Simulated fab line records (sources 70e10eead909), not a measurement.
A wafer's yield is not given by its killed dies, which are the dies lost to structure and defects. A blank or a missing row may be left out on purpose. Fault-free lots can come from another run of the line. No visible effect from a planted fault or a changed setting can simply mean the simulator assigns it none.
Matching of chambers || flow nand_harc || NHARC_A_CONTACT_DEP_29 on pecvd-03 has 3 sister chambers
The step deposits SiON, target thk 100 nm. 3 wafers are shown with their chamber, then 12 later ones without.

== WAFERS, EACH WITH ITS CHAMBER ==
{"wafer": "L087.1", "chamber": 0, "heater_power_w (W)": 730}
{"wafer": "L087.2", "chamber": 2, "heater_power_w (W)": 741}
{"wafer": "L087.3", "chamber": 1, "heater_power_w (W)": 908}

== WAFERS WITH NO CHAMBER GIVEN ==
{"wafer": "L089.2", "heater_power_w (W)": 761}
{"wafer": "L089.4", "heater_power_w (W)": 888}
{"wafer": "L089.5", "heater_power_w (W)": 757}
{"wafer": "L093.2", "heater_power_w (W)": 805}
{"wafer": "L093.5", "heater_power_w (W)": 779}
{"wafer": "L093.6", "heater_power_w (W)": 676}
{"wafer": "L093.1", "heater_power_w (W)": 749}
{"wafer": "L093.3", "heater_power_w (W)": 835}
{"wafer": "L093.4", "heater_power_w (W)": 833}
{"wafer": "L094.2", "heater_power_w (W)": 807}
{"wafer": "L094.4", "heater_power_w (W)": 818}
{"wafer": "L094.6", "heater_power_w (W)": 772}

== THE CHAMBER EACH PASSED THROUGH ==
{"wafer": "L089.2", "from the rows above": "can't be placed: 2 or 0", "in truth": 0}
{"wafer": "L089.4", "from the rows above": 1, "in truth": 1}
{"wafer": "L089.5", "from the rows above": "can't be placed: 2 or 0", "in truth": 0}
{"wafer": "L093.2", "from the rows above": "can't be placed: 2 or 0 or 1", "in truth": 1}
{"wafer": "L093.5", "from the rows above": "can't be placed: 2 or 0 or 1", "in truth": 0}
{"wafer": "L093.6", "from the rows above": "can't be placed: 0 or 2", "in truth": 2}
{"wafer": "L093.1", "from the rows above": "can't be placed: 2 or 0", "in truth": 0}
{"wafer": "L093.3", "from the rows above": "can't be placed: 1 or 2 or 0", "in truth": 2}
{"wafer": "L093.4", "from the rows above": "can't be placed: 1 or 2 or 0", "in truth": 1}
{"wafer": "L094.2", "from the rows above": "can't be placed: 2 or 0 or 1", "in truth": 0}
{"wafer": "L094.4", "from the rows above": "can't be placed: 2 or 0 or 1", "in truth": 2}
{"wafer": "L094.6", "from the rows above": "can't be placed: 2 or 0", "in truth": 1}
Placed correctly: 1 of 12. Cannot be placed on the basis of these rows: 11; the candidates contain the true chamber in 10. Wrongly placed: 0.
How it was worked out, from the rows above alone: a wafer's distance from a chamber is the root of the sum, over the readings, of the square of ((its reading less the chamber's mean) divided by the reading's scatter). If the next closest chamber is less than 2 further off than the closest, the wafer can't be placed; otherwise it belongs to the closest. Each chamber's mean is taken over the wafers shown for it. The scatter: with one shown wafer a chamber, the root of the mean of the squares of how far each hidden wafer lies from its nearest shown one.
